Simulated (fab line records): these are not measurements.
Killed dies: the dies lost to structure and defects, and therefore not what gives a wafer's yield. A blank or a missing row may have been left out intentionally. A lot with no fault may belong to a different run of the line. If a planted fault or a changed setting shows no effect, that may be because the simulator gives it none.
fab line records -- flow n5Finfet
record lots=10, wafers=28, lastDay=17
route steps=1938 shown HKMG_FIN@389 BEOL_M4@1111
lots that met no fault: taken from a fault-free run of the same line
startH: the number of hours between the record's first day and the start of the first shown wafer of the lot -- waitH: hours from the lot's prior step to this one -- " the same as in the row above -- L1.1+2: one row covering several wafers at once -- - no value, or no start given -- * or withheld: withheld -- < > ~ a bound
route shown NAME@n: NAME is a module with steps in the file, n the number in the route of the first one -- usual: mean/standard deviation of fault-free wafers -- same: alike in all rows -- chamber/n: place in a boat -- sites: the reading at each site -- _std_site: the values' standard deviation -- _edge_site: outer sites' mean less inner sites' -- radiusMm: for every site, how far away it sits from the centre of the wafer -- mask NAME#n: copy n -- behind: the most recent tool/chamber to have shaped the wafer -- hold: cause of the lot's hold/its duration in hours/its outcome -- device: whichever transistor did not switch (one of n, p or np) -- end of line: the tests these same wafers got at the end of their route -- a step given without rows: its recipe and nothing more -- killed: dies lost to structure and defects at the first sort, not the wafer's yield -- map: the dies of a wafer, with x for killed, . for not killed, _ for no die there
set.NAME: the setting the step ran with; set.NAME@STEP: the setting that earlier step ran with -- model.NAME: the simulator's own value behind a step, which no gauge read
route steps across a sampled set of lots; one table per step, one row per wafer
services: the hour from which a tool's chamber was out of use, counted from the record's first day as startH (under 0 if before that day), plus the number of hours and why
## steps
# step N5_HKMG_FIN_ALD_75
# recipe material=Al2O3, targetThkA=10, tempC=150, aldPrecursorFamily=TMA, aldCoReactant=H2O, pulseTimeS=withheld, coReactantPulseTimeS=1
# usual heaterPowerW=143/13, precursorPulseHeightRel=1.000/0.021
lot.wafer,tool,chamber,startH,waitH,heaterPowerW,precursorPulseHeightRel
L912.1,aldHk-01,0,72.90,0.0,124,0.977
L912.2,aldHk-01,1,72.90,0.0,165,1.000
L912.4,aldHk-01,2,72.90,0.0,134,1.007
L914.2,aldHk-03,1,86.17,0.0,159,1.020
L914.3,aldHk-03,3,86.17,0.0,147,1.035
L914.5,aldHk-03,3,86.17,0.0,148,1.001
L918.3,aldHk-02,2,111.57,0.0,136,1.024
L918.4,aldHk-02,3,111.57,0.0,146,1.033
L918.5,aldHk-02,1,111.57,0.0,148,0.986
L922.5,aldHk-03,3,133.62,0.0,155,0.981
L922.6,aldHk-03,0,133.62,0.0,142,0.987
L924.4,aldHk-02,3,149.29,0.0,144,1.035
L924.6,aldHk-02,1,149.29,0.0,148,1.012
L926.3,aldHk-02,0,157.33,0.0,152,0.999
L926.5,aldHk-02,3,157.33,0.0,141,1.006
L926.6,aldHk-02,0,157.33,0.0,152,0.985
L927.1,aldHk-01,1,163.37,0.0,167,0.963
L927.3,aldHk-01,0,163.37,0.0,123,1.021
L927.4,aldHk-01,2,163.37,0.0,133,1.033
L930.4,aldHk-03,1,179.45,0.0,158,1.016
L930.5,aldHk-03,0,179.45,0.0,147,0.997
L930.6,aldHk-03,3,179.45,0.0,150,1.008
L933.1,aldHk-02,3,196.54,0.0,144,0.989
L933.3,aldHk-02,1,196.54,0.0,147,0.969
L933.4,aldHk-02,0,196.54,0.0,150,1.006
L935.3,aldHk-01,2,208.45,0.0,134,0.954
L935.4,aldHk-01,3,208.45,0.0,121,1.004
L935.6,aldHk-01,3,208.45,0.0,123,0.998
# step N5_HKMG_FIN_OVL_MEAS_50
# recipe pointsPerWafer=44
# usual NDIPOLE_OVL=0.5/0.77
lot.wafer,tool,chamber,startH,waitH,NDIPOLE_OVL[nm]
L912.1,overlay-01,0,73.40,0.0,0.6
L912.2,overlay-01,0,73.40,0.0,0.6
L912.4,overlay-01,0,73.40,0.0,1.4
L914.2,overlay-01,0,86.54,0.0,1.3
L914.3,overlay-01,0,86.54,0.0,2.7
L914.5,overlay-01,0,86.54,0.0,2.0
L918.3,overlay-01,0,112.07,0.0,-0.4
L918.4,overlay-01,0,112.07,0.0,0.2
L918.5,overlay-01,0,112.07,0.0,0.1
L922.5,overlay-01,0,134.08,0.0,-0.6
L922.6,overlay-01,0,134.08,0.0,1.1
L924.4,overlay-01,0,149.79,0.0,0.7
L924.6,overlay-01,0,149.79,0.0,0.7
L926.3,overlay-02,0,157.70,0.0,-0.7
L926.5,overlay-02,0,157.70,0.0,0.1
L926.6,overlay-02,0,157.70,0.0,1.7
L927.1,overlay-02,0,163.74,0.0,-0.5
L927.3,overlay-02,0,163.74,0.0,0.3
L927.4,overlay-02,0,163.74,0.0,0.1
L930.4,overlay-01,0,179.95,0.0,0.3
L930.5,overlay-01,0,179.95,0.0,0.6
L930.6,overlay-01,0,179.95,0.0,0.3
L933.1,overlay-01,0,197.03,0.0,0.5
L933.3,overlay-01,0,197.03,0.0,0.2
L933.4,overlay-01,0,197.03,0.0,0.9
L935.3,overlay-01,0,208.82,0.0,0.0
L935.4,overlay-01,0,208.82,0.0,0.8
L935.6,overlay-01,0,208.82,0.0,1.3
# step N5_HKMG_FIN_PWFM_ALD_03
# recipe material=TiN, targetThkA=20, tempC=400, aldPrecursorFamily=TiCl4, aldCoReactant=NH3, pulseTimeS=1, purgeTimeS=3, coReactantPurgeTimeS=2, coReactantPulseTimeS=2, aldCycles=91, pressureTorr=3
# usual aldCycles=91/0, heaterPowerW=887/77, precursorPulseHeightRel=0.999/0.021
# same pulseTimeS=1
lot.wafer,tool,chamber,startH,waitH,aldCycles,heaterPowerW,precursorPulseHeightRel
L912.1,aldMetal-02,1,75.90,0.0,91,909,0.990
L912.2,aldMetal-02,0,75.90,0.0,91,824,1.035
L912.4,aldMetal-02,2,75.90,0.0,91,954,1.008
L914.2,aldMetal-02,0,89.05,0.0,91,831,0.993
L914.3,aldMetal-02,3,89.05,0.0,91,962,0.971
L914.5,aldMetal-02,3,89.05,0.0,91,1008,0.983
L918.3,aldMetal-02,2,114.75,0.0,91,946,1.023
L918.4,aldMetal-02,3,114.75,0.0,91,976,1.015
L918.5,aldMetal-02,0,114.75,0.0,91,797,1.042
L922.5,aldMetal-02,1,137.08,0.3,96,894,0.976
L922.6,aldMetal-02,0,137.08,0.3,96,806,0.978
L924.4,aldMetal-02,2,152.30,0.0,91,978,0.996
L924.6,aldMetal-02,1,152.30,0.0,96,913,0.938
L926.3,aldMetal-01,0,160.21,0.0,91,852,0.974
L926.5,aldMetal-01,3,160.21,0.0,91,937,0.968
L926.6,aldMetal-01,0,160.21,0.0,91,888,1.022
L927.1,aldMetal-04,2,166.25,0.0,91,863,0.992
L927.3,aldMetal-04,3,166.25,0.0,91,909,1.039
L927.4,aldMetal-04,0,166.25,0.0,91,808,0.990
L930.4,aldMetal-04,3,182.97,0.3,91,857,0.989
L930.5,aldMetal-04,1,182.97,0.3,91,975,0.978
L930.6,aldMetal-04,0,182.97,0.3,91,829,1.037
L933.1,aldMetal-01,2,199.89,0.0,91,926,1.019
L933.3,aldMetal-01,1,199.89,0.0,91,683,1.048
L933.4,aldMetal-01,0,199.89,0.0,91,880,1.038
L935.3,aldMetal-01,2,211.32,0.0,91,924,0.996
L935.4,aldMetal-01,1,211.32,0.0,91,683,0.993
L935.6,aldMetal-01,3,211.32,0.0,91,920,1.017
# step N5_HKMG_FIN_STRIP_34
# recipe chemistry=CF4, resist=SiARC, powerW=300, biasPowerW=75, pressureMtorr=50, cf4FlowSccm=150, rfFrequencyHz=6e+07
# usual drypumpMotorCurrentA=5.8/0.47, oesProductAu=0.77/0.061, rfVppV=270.7/1.6, showerheadPlenumPTorr=1.77/0.054, throttleValvePct=13.68/0.2
lot.wafer,tool,chamber,startH,waitH,drypumpMotorCurrentA,oesProductAu,rfHoursCounterH,rfVppV,showerheadPlenumPTorr,throttleValvePct
L912.1,rieDiel-06,1,77.10,0.0,5.6,0.75,146,267.9,1.66,13.71
L912.2,rieDiel-06,3,77.10,0.0,5.1,0.70,235,269.8,1.76,13.79
L912.4,rieDiel-06,0,77.10,0.0,6.4,0.70,213,271.7,1.76,13.66
L914.2,rieDiel-05,3,90.57,0.0,5.4,0.77,134,271.8,1.78,13.47
L914.3,rieDiel-05,2,90.57,0.0,6.5,0.82,95,270.1,1.80,13.44
L914.5,rieDiel-05,3,90.57,0.0,5.4,0.78,-,270.5,1.78,13.48
L918.3,rieDiel-05,3,115.83,0.0,5.4,0.76,144,270.2,1.78,13.49
L918.4,rieDiel-05,2,115.83,0.0,6.5,0.80,105,271.1,1.80,13.47
L918.5,rieDiel-05,3,115.83,0.0,5.4,0.76,-,271.0,1.78,13.52
L922.5,rieDiel-06,3,138.08,0.0,5.1,0.94,-,270.1,1.76,13.26
L922.6,rieDiel-06,2,138.08,0.0,5.6,0.91,-,272.8,1.84,13.31
L924.4,rieDiel-05,0,153.38,0.0,5.8,0.73,173,270.9,1.78,13.86
L924.6,rieDiel-05,2,153.38,0.0,6.5,0.79,-,269.6,1.80,13.50
L926.3,rieDiel-05,1,161.29,0.0,6.1,0.72,192,270.2,1.71,13.96
L926.5,rieDiel-05,1,161.29,0.0,6.1,0.72,-,270.2,1.71,13.97
L926.6,rieDiel-05,0,161.29,0.0,5.8,0.74,-,270.5,1.78,13.86
L927.1,rieDiel-05,2,167.45,0.0,6.5,0.79,124,270.7,1.79,13.52
L927.3,rieDiel-05,0,167.45,0.0,5.7,0.73,178,269.9,1.78,13.89
L927.4,rieDiel-05,3,167.45,0.0,5.4,0.74,163,270.8,1.77,13.53
L930.4,rieDiel-05,1,183.96,0.0,6.1,0.72,201,268.1,1.71,13.98
L930.5,rieDiel-05,0,183.96,0.0,5.7,0.73,-,270.5,1.78,13.89
L930.6,rieDiel-05,1,183.96,0.0,6.1,0.71,-,269.9,1.71,13.97
L933.1,rieDiel-06,0,201.10,0.0,6.5,0.67,249,270.6,1.75,13.72
L933.3,rieDiel-06,2,201.10,0.0,5.6,0.88,30,272.6,1.83,13.35
L933.4,rieDiel-06,1,201.10,0.0,5.6,0.72,190,266.1,1.65,13.82
L935.3,rieDiel-05,3,212.53,0.0,5.4,0.73,177,269.8,1.77,13.58
L935.4,rieDiel-05,0,212.53,0.0,5.7,0.72,194,271.2,1.77,13.93
L935.6,rieDiel-05,0,212.53,0.0,5.8,0.73,-,270.3,1.77,13.91
# step N5_BEOL_M4_RC_MEAS_101
# usual DIBL_N=35.9/1.9, DIBL_P=35.8/2.4, IOFF_N=0.15/0.031, IOFF_P=0.21/0.037, ION_N=672/13, ION_P=462/8.3, SS_N=71.5/0.72, SS_P=73.2/0.67, VT_N=250/3.4, VT_P=-250/3.4
lot.wafer,tool,chamber,startH,waitH,DIBL_N[mV/V],DIBL_P[mV/V],IOFF_N[nA/um],IOFF_P[nA/um],ION_N[uA/um],ION_P[uA/um],SS_N[mV/dec],SS_P[mV/dec],VT_N[mV],VT_P[mV]
L912.1,prober-02,0,166.95,0.0,37.0,37.6,0.15,0.22,676,466,71.2,73.8,250,-250
L912.2,prober-02,0,166.95,0.0,36.5,35.3,0.13,0.18,657,450,71.2,73.2,253,-253
L912.4,prober-02,0,166.95,0.0,36.5,36.1,0.13,0.19,660,457,71.4,72.7,252,-251
L914.2,prober-02,0,184.98,0.2,32.8,33.2,0.11,0.14,650,452,70.8,72.9,255,-258
L914.3,prober-02,0,184.98,0.2,33.6,34.1,0.11,0.14,640,435,70.8,73.1,259,-259
L914.5,prober-02,0,184.98,0.2,32.4,32.9,0.10,0.13,651,444,70.5,72.6,258,-258
L918.3,prober-02,0,204.25,0.6,35.1,36.0,0.15,0.20,675,460,71.0,73.3,249,-250
L918.4,prober-02,0,204.25,0.6,37.4,37.4,0.18,0.23,683,466,71.9,74.1,248,-251
L918.5,prober-02,0,204.25,0.6,38.2,37.8,0.18,0.24,668,467,73.1,73.8,248,-249
L922.5,prober-01,0,226.23,0.6,33.3,33.8,0.11,0.18,658,463,70.6,73.1,255,-253
L922.6,prober-01,0,226.23,0.6,36.9,37.2,0.16,0.23,675,466,72.0,73.7,251,-247
L924.4,prober-01,0,253.52,0.5,36.5,35.6,0.17,0.24,675,469,70.3,73.5,250,-246
L924.6,prober-01,0,253.52,0.5,34.6,34.0,0.13,0.25,669,471,70.4,73.2,252,-242
L927.1,prober-01,0,256.16,0.0,38.7,40.9,0.24,0.30,691,472,72.6,73.3,244,-245
L927.3,prober-01,0,256.16,0.0,38.1,38.9,0.21,0.25,670,463,72.7,72.8,247,-244
L927.4,prober-01,0,256.16,0.0,36.4,37.9,0.17,0.22,684,469,71.6,74.0,251,-247
L926.3,prober-01,0,261.58,0.3,34.7,34.6,0.13,0.18,674,464,70.5,73.1,248,-256
L926.5,prober-01,0,261.58,0.3,36.6,36.6,0.15,0.20,669,457,71.8,72.7,251,-250
L926.6,prober-01,0,261.58,0.3,36.2,35.9,0.14,0.19,683,465,71.5,72.9,253,-252
L930.4,prober-01,0,287.27,0.5,35.1,33.9,0.13,0.17,674,463,71.7,72.8,254,-256
L930.5,prober-01,0,287.27,0.5,38.3,38.0,0.18,0.23,693,480,71.4,73.7,250,-249
L930.6,prober-01,0,287.27,0.5,37.1,36.6,0.16,0.20,674,455,72.0,73.1,251,-253
L933.1,prober-02,0,310.27,0.0,36.2,39.0,0.16,0.23,667,459,71.7,73.3,252,-248
L933.3,prober-02,0,310.27,0.0,37.0,39.4,0.16,0.22,662,451,71.6,73.5,249,-250
L933.4,prober-02,0,310.27,0.0,35.5,37.0,0.14,0.19,672,461,71.8,73.1,252,-250
L935.3,prober-02,0,313.89,0.3,34.6,33.6,0.13,0.20,674,473,70.6,72.7,250,-251
L935.4,prober-02,0,313.89,0.3,36.8,35.7,0.17,0.23,690,475,71.4,73.0,249,-247
L935.6,prober-02,0,313.89,0.3,36.9,35.7,0.16,0.23,682,473,71.3,72.5,253,-247
## services
tool,chamber,startH,hours,kind
rieDiel-05,3,71.28,7.9,repair
aldMetal-01,1,76.68,25.5,repair
rieDiel-06,0,82.55,4.1,repair
aldHk-02,-,84.49,1.9,repair
rieDiel-06,2,88.38,-,clean
rieDiel-06,2,88.38,-,consumableReplace:focusRing
rieDiel-06,2,88.38,20.5,scheduledDown
rieDiel-06,2,88.38,20.5,ventCycle
rieDiel-05,1,93.73,1.5,repair
rieDiel-06,3,112.52,-,clean
rieDiel-06,3,112.52,-,consumableReplace:focusRing
rieDiel-05,-,130.49,0.3,repair
aldMetal-04,-,140.81,0.4,repair
aldMetal-01,-,144.94,6.0,pm
aldMetal-02,0,148.49,1.9,repair
aldHk-03,-,157.08,2.8,pm
aldMetal-04,-,157.67,0.7,repair
aldMetal-04,2,172.02,31.1,repair
aldHk-01,-,179.60,8.7,pm
rieDiel-06,0,204.57,-,clean
rieDiel-06,0,204.57,-,consumableReplace:focusRing
rieDiel-06,0,204.57,14.5,scheduledDown
rieDiel-06,0,204.57,14.5,ventCycle
## key
firstSign step=N5_HKMG_FIN_PWFM_ALD_03, reading=aldCycles, direction=up, sigmas=99+, usual=*, struck=*
effect none on later readings
metAt N5_HKMG_FIN_PWFM_ALD_03
struckLots L922,L924
struckWafers L922.5,L922.6,L924.6
notActingAt N5_HKMG_FIN_ALD_75,N5_HKMG_FIN_OVL_MEAS_50,N5_HKMG_FIN_STRIP_34
onsetBetween 114.75 137.08
fault kind=processParameterDrift, tool=aldMetal-02, chamber=-, onsetH=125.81, steps=N5_HKMG_FIN_PWFM_ALD_03, channel=aldCycles, offset=*, shape=step, endH=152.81, scope=struckWafersOnly, actsIn=*, stated=*
